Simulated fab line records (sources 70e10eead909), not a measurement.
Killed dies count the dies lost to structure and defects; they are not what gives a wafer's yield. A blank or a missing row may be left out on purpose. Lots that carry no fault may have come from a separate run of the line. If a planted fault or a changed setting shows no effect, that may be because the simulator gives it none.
Comparing a struck lot with a sound one :: flow nand-harc :: 13 out of 1302 route steps
Sound: these wafers, L567.2, L567.4, L567.5. Struck: wafer L555.5 (left out: L555.1, a lot-mate that was not struck); the cause follows at the end.
At each step with rows: each side's tool, then ch and its chambers, then its first start. Under that, the readings that differ: sound wafers :: struck wafers :: difference of the means :: sigmas: that difference in standard deviations of wafers without a fault.
alike: a reading whose means differ by less than 2 such deviations, as well as words and numbers matching on both sides. not compared: withheld readings; readings where some wafer has no value; bounds like >300 that might hide an equal value; numbers whose values overlap and for which the record gives no deviation.
The two part at a step that has a row with sigmas, a row that says differs or no value, or rows on one side only. Non-overlapping numbers with no deviation appear without sigmas and do not part them. A reading that every wafer of one side lacks parts them only if that side has two wafers or more.

NHARC_A_ZERO_WELL_INSPECT_17:
  struck on defect-inspect-02, day 9 08:25; sound on defect-inspect-01, day 14 06:44
reading: raw-defect-count
sound: 17 12 21
struck: 6
difference: -11
sigmas: -2
then, 3 steps without rows for these wafers: NHARC_A_SOURCE_PLATE_PRECLEAN_00 (cleans in HF-LAST, time 60 s); NHARC_A_SOURCE_PLATE_SRD_01; NHARC_A_SOURCE_PLATE_OXIDE_02 (material SiO2, target thk 10 nm, ox time 1362 s).
NHARC_A_SOURCE_PLATE_THK_MEAS_09: measures by ellipsometry.
  struck on film-metro-02, day 9 18:59; sound on film-metro-02, day 14 16:19
  alike: thk-nm
then, 3 steps without rows for these wafers: NHARC_A_SOURCE_PLATE_PVD_04 (deposits WSi2, target thk 50 nm); NHARC_A_SOURCE_PLATE_CVD_03 (deposits poly-Si, target thk 200 nm, time 4000 s); NHARC_A_SOURCE_PLATE_ANNEAL_05 (time 1800 s).
NHARC_A_SOURCE_PLATE_THK_MEAS_06: measures by ellipsometry.
  struck on film-metro-01, day 10 08:10; sound on film-metro-02, day 15 08:00
  alike: thk-nm
NHARC_A_SOURCE_PLATE_INSPECT_08:
  struck on defect-inspect-01, day 10 08:14; sound on defect-inspect-02, day 15 08:04
  alike: raw-defect-count
NHARC_A_ONON_D1_DEP_00: target thk 1000 nm.
  sound on pecvd-onon-01 ch 0, day 15 08:11; struck on pecvd-onon-01 ch 0, day 10 08:17
  alike: susceptor-temp-C
NHARC_A_ONON_D1_THK_MEAS_02: measures by ellipsometry.
  struck on film-metro-02, day 10 08:48; sound on film-metro-02, day 15 08:39
reading: thk-nm (nm)
sound: 972 971 972
struck: 895
difference: -77
sigmas: -6
then, 1 step without rows for these wafers: NHARC_A_ONON_D1_DEP_03 (target thk 1000 nm).

WHERE THEY PART
At NHARC_A_ZERO_WELL_INSPECT_17 first; at NHARC_A_ONON_D1_THK_MEAS_02 last (within this record only).

WHY: whatever the simulator had introduced
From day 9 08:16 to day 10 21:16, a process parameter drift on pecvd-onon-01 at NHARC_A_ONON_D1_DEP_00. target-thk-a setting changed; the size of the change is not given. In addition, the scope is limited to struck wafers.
